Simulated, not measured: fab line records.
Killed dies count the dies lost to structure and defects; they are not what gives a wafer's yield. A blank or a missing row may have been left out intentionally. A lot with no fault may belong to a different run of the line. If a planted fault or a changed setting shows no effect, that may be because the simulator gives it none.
The tool behind it: which one? :: flow nand_harc :: 6 lots, 18 wafers sampled, at 4 steps of a route of 1159

## WHAT EACH GAUGE READ, for each wafer
NHARC_A_BONDPAD_THK_MEAS_20: measures by xrf.
lot: L155
measured: day 18 07:52
on: film_metro-01
thk_nm (nm): 170.9 171.7 169.6

lot: L162
measured: day 20 17:43
on: film_metro-01
thk_nm (nm): 170.2 171.2 168.4

lot: L165
measured: day 21 11:55
on: film_metro-02
thk_nm (nm): 168.5 168.5 170.7

lot: L171
measured: day 22 18:32
on: film_metro-01
thk_nm (nm): 169.8 170.9 171.1

lot: L172
measured: day 23 22:29
on: film_metro-01
thk_nm (nm): 170.9 170.9 171.1

lot: L174
measured: day 24 05:14
on: film_metro-02
thk_nm (nm): 170.4 172.7 170.7

## TOOL THAT RAN EACH LOT (tool first, then ch and the chambers of the sampled wafers, then the start)
lot: L155
NHARC_A_ONON_D1_DEP_12: pecvd_onon-02 ch 0, day 7 23:14
NHARC_A_M1_ANNEAL_31: rtp_anneal-02 ch 0, day 18 02:28
NHARC_A_M1_CMP_23: cmp-04 ch 2,3, day 18 02:46

lot: L162
NHARC_A_ONON_D1_DEP_12: pecvd_onon-03 ch 0, day 10 03:02
NHARC_A_M1_ANNEAL_31: rtp_anneal-02 ch 0, day 20 12:26
NHARC_A_M1_CMP_23: cmp-01 ch 0,2,3, day 20 12:46

lot: L165
NHARC_A_ONON_D1_DEP_12: pecvd_onon-01 ch 0, day 10 18:45
NHARC_A_M1_ANNEAL_31: rtp_anneal-01 ch 0, day 21 06:25
NHARC_A_M1_CMP_23: cmp-01 ch 0,2,3, day 21 06:46

lot: L171
NHARC_A_ONON_D1_DEP_12: pecvd_onon-02 ch 0, day 11 23:08
NHARC_A_M1_ANNEAL_31: rtp_anneal-02 ch 0, day 22 12:56
NHARC_A_M1_CMP_23: cmp-02 ch 0,1,3, day 22 13:17

lot: L172
NHARC_A_ONON_D1_DEP_12: pecvd_onon-01 ch 0, day 12 13:18
NHARC_A_M1_ANNEAL_31: rtp_anneal-02 ch 0, day 23 16:46
NHARC_A_M1_CMP_23: cmp-02 ch 0,1,2, day 23 17:05

lot: L174
NHARC_A_ONON_D1_DEP_12: pecvd_onon-02 ch 0, day 12 23:11
NHARC_A_M1_ANNEAL_31: rtp_anneal-01 ch 0, day 23 23:53
NHARC_A_M1_CMP_23: cmp-01 ch 1,2, day 24 00:16
- NHARC_A_ONON_D1_DEP_12: target thk 1000 nm.
- NHARC_A_M1_ANNEAL_31: time 90 s.
- NHARC_A_M1_CMP_23: polishes, t overpolish 20 s, target thk 154.34 nm.

## THE ANSWER, worked out from the rows above alone
Rule: the usual values come from the lots themselves. Put in order of their means at a reading, lots are off if they are a third of the lots or fewer, leave a main group of 4 or more, and stand apart from it by a gap of 3 or more times the standard deviation of the main group's means; of several such gaps the widest counts. A main group whose means are all the same, to the digits that the tables above print for the reading, isn't used. Also off: a lot with no number at a reading for which 4 or more lots have one. All remaining lots with rows at the step are treated as sound.
Across all readings shown, no lot is off: no conclusion can be drawn from this.

## WHAT THE SIMULATOR PUT IN
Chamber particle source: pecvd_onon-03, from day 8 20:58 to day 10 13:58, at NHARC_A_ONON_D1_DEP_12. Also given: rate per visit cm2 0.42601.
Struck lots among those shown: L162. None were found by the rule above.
